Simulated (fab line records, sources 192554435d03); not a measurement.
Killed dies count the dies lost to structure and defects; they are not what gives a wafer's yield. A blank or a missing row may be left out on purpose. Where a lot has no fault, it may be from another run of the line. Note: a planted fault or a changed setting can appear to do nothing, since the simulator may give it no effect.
Chamber matching | flow n5Finfet | 4 sister chambers for N5_GATE_CUT_STRIP_59 on rieDiel-05
The step strips in N2/H2, time 20 s. 16 wafers are shown with their chamber, then 8 later ones without.

== WAFERS WITH THEIR CHAMBER ==
wafer  | chamber | throttleValvePct (%) | showerheadPlenumPTorr (Torr) | drypumpMotorCurrentA (A)
L075.3 | 3       | 12.6                 | 3.52                         | 5.9
L075.4 | 2       | 12.2                 | 3.41                         | 5.9
L075.6 | 1       | 11.7                 | 3.30                         | 5.8
L078.1 | 3       | 12.6                 | 3.52                         | 5.9
L078.3 | 0       | 12.5                 | 3.41                         | 5.0
L078.5 | 1       | 11.8                 | 3.30                         | 5.9
L081.1 | 0       | 12.5                 | 3.41                         | 5.0
L081.2 | 1       | 11.8                 | 3.30                         | 5.8
L081.3 | 3       | 12.6                 | 3.52                         | 5.9
L083.3 | 2       | 12.2                 | 3.40                         | 5.9
L083.5 | 2       | 12.2                 | 3.40                         | 5.9
L083.6 | 1       | 11.8                 | 3.30                         | 5.9
L082.2 | 3       | 12.6                 | 3.51                         | 5.9
L082.4 | 0       | 12.5                 | 3.41                         | 5.0
L082.6 | 2       | 12.2                 | 3.40                         | 6.0
L084.3 | 0       | 12.5                 | 3.40                         | 5.0

SIGNATURES (means of the wafers above)
reading               | chamber 0 | chamber 1 | chamber 2 | chamber 3 | scatter within a chamber
throttleValvePct      | 12.500    | 11.775    | 12.200    | 12.600    | 0.025
showerheadPlenumPTorr | 3.4075    | 3.3000    | 3.4025    | 3.5175    | 0.00433
drypumpMotorCurrentA  | 5.000     | 5.850     | 5.925     | 5.900     | 0.0382
Rule: a wafer lies at a distance from a chamber equal to the root of the sum of squares, over the readings, of (its reading less the chamber's mean, divided by the reading's scatter). If the next closest chamber is less than 2 further off than the closest, the wafer can't be placed; otherwise it belongs to the closest. The scatter: take each reading less its chamber's mean, square it, sum over the shown wafers, divide by the number of wafers less the number of chambers, and take the root.

== WAFERS MISSING THEIR CHAMBER ==
wafer  | throttleValvePct (%) | showerheadPlenumPTorr (Torr) | drypumpMotorCurrentA (A)
L084.4 | 12.6                 | 3.51                         | 5.8
L084.5 | 12.6                 | 3.51                         | 5.9
L090.3 | 12.5                 | 3.40                         | 5.0
L090.4 | 11.8                 | 3.29                         | 5.8
L090.5 | 12.6                 | 3.40                         | 5.0
L091.1 | 12.2                 | 3.39                         | 5.9
L091.2 | 11.8                 | 3.29                         | 5.9
L091.5 | 12.2                 | 3.39                         | 5.9

== EACH ONE'S CHAMBER ==
wafer  | from the rows above | in truth
L084.4 | 3                   | 3
L084.5 | 3                   | 3
L090.3 | 0                   | 0
L090.4 | 1                   | 1
L090.5 | 0                   | 0
L091.1 | 2                   | 2
L091.2 | 1                   | 1
L091.5 | 2                   | 2
8 of 8 placed correctly. Not placeable from these rows: 0. Placed wrongly: 0.
